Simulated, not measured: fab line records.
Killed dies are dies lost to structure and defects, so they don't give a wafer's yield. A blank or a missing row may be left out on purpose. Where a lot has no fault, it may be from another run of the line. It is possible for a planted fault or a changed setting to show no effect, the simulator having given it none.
Chamber matching	flow nandHarc	4 sister chambers for NHARC_A_STAIRCASE_ETCH_271 on rieDiel-09
The step etches the open film in CF4/CHF3. 14 wafers are shown with their chamber, then 7 later ones without.

EACH WAFER AND ITS CHAMBER
wafer	chamber	rfVppV (V)	chamberPressureMTorr (mTorr)	oesProductAu (a.u.)
L346.1	2	369.6	24.967	0.979
L346.2	3	371.8	24.999	0.970
L346.5	0	369.3	25.005	0.965
L348.2	2	368.6	25.017	0.930
L348.3	3	370.8	24.976	0.931
L348.4	1	371.1	24.979	0.924
L349.1	1	372.0	24.985	0.966
L349.2	0	368.5	25.032	0.992
L349.3	3	372.8	24.992	0.985
L352.1	1	372.3	24.980	0.922
L352.2	2	369.0	25.031	0.930
L352.4	3	372.3	25.004	0.935
L356.1	1	374.3	24.991	0.972
L356.4	0	371.0	24.991	0.980

SIGNATURES (means of the wafers above)
reading	chamber 0	chamber 1	chamber 2	chamber 3	scatter within a chamber
rfVppV	369.600	372.425	369.067	371.925	1.07
chamberPressureMTorr	25.00933	24.98375	25.00500	24.99275	0.0192
oesProductAu	0.97900	0.94600	0.94633	0.95525	0.0249
Rule: a wafer lies at a distance from a chamber equal to the root of the sum of squares, over the readings, of (its reading less the chamber's mean, divided by the reading's scatter). If the next closest chamber is less than 2 further off than the closest, the wafer can't be placed; otherwise it belongs to the closest. The scatter is the square root of a quotient: the sum, over the shown wafers, of each reading's squared deviation from its chamber's mean, divided by wafers minus chambers.

WAFERS WHOSE CHAMBER IS MISSING
wafer	rfVppV (V)	chamberPressureMTorr (mTorr)	oesProductAu (a.u.)
L356.6	369.6	24.987	0.982
L357.1	369.4	25.052	0.947
L357.2	370.0	24.967	0.941
L357.5	370.5	24.987	0.950
L364.1	371.5	24.989	0.967
L364.4	370.7	25.005	0.948
L364.6	370.3	24.963	0.982

EACH ONE'S CHAMBER
wafer	from the rows above	in truth
L356.6	can't be placed: 0 or 2 or 3 or 1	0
L357.1	can't be placed: 2 or 0 or 3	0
L357.2	can't be placed: 2 or 3 or 1 or 0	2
L357.5	can't be placed: 3 or 2 or 1 or 0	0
L364.1	can't be placed: 3 or 1 or 0 or 2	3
L364.4	can't be placed: 3 or 2 or 0 or 1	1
L364.6	can't be placed: 3 or 0 or 1 or 2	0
0 of 7 placed correctly. Cannot be placed on the basis of these rows: 7; the candidates contain the true chamber in 7. 0 placed wrongly.
